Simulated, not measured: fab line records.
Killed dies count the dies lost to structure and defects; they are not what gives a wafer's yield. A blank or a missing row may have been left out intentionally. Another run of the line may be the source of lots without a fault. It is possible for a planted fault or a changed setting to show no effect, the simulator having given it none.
Matching of chambers	flow n5Finfet	N5_HKMG_FIN_ALD_36 on aldMetal-04 has 4 sister chambers
The step deposits TiN, target thk 1 nm, pulse time 1 s, purge time 3 s. 8 wafers are shown with their chamber, then 10 later ones without.

== EACH WAFER AND ITS CHAMBER ==
wafer	chamber	heaterPowerW (W)	precursorPulseHeightRel
L076.2	3	819	1.009
L080.4	2	913	1.043
L080.5	3	797	1.020
L083.3	0	883	1.003
L083.5	1	958	1.011
L083.6	2	905	0.996
L087.1	1	937	1.015
L087.2	0	885	0.998

== WAFERS WITH NO CHAMBER GIVEN ==
wafer	heaterPowerW (W)	precursorPulseHeightRel
L087.3	881	1.006
L093.1	898	1.005
L093.5	961	0.981
L093.6	904	0.994
L091.2	813	0.983
L091.4	880	1.030
L091.6	953	1.003
L095.2	915	1.004
L095.3	866	0.998
L095.4	882	1.017

== WHICH CHAMBER EACH WENT THROUGH ==
wafer	from the rows above	in truth
L087.3	0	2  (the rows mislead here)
L093.1	can't be placed: 0 or 2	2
L093.5	1	1
L093.6	can't be placed: 2 or 0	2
L091.2	3	3
L091.4	can't be placed: 0 or 2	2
L091.6	1	1
L095.2	can't be placed: 2 or 0 or 1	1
L095.3	0	0
L095.4	can't be placed: 0 or 2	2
4 of 10 placed correctly. Unplaceable from these rows: 5, with the true chamber sitting among the candidates in 5. Wrongly placed: 1.
How it was worked out, from the rows above alone: a wafer's distance from a chamber is the root of the sum, over the readings, of the square of ((its reading less the chamber's mean) divided by the reading's scatter). The wafer belongs to the nearest chamber; if the next one is less than 2 further off, it can't be placed. The mean given for a chamber averages the wafers shown for that chamber. How the scatter is found: for the shown wafers, subtract from each reading the mean of its chamber, square and add these, divide the total by (wafers less chambers), then take the root.
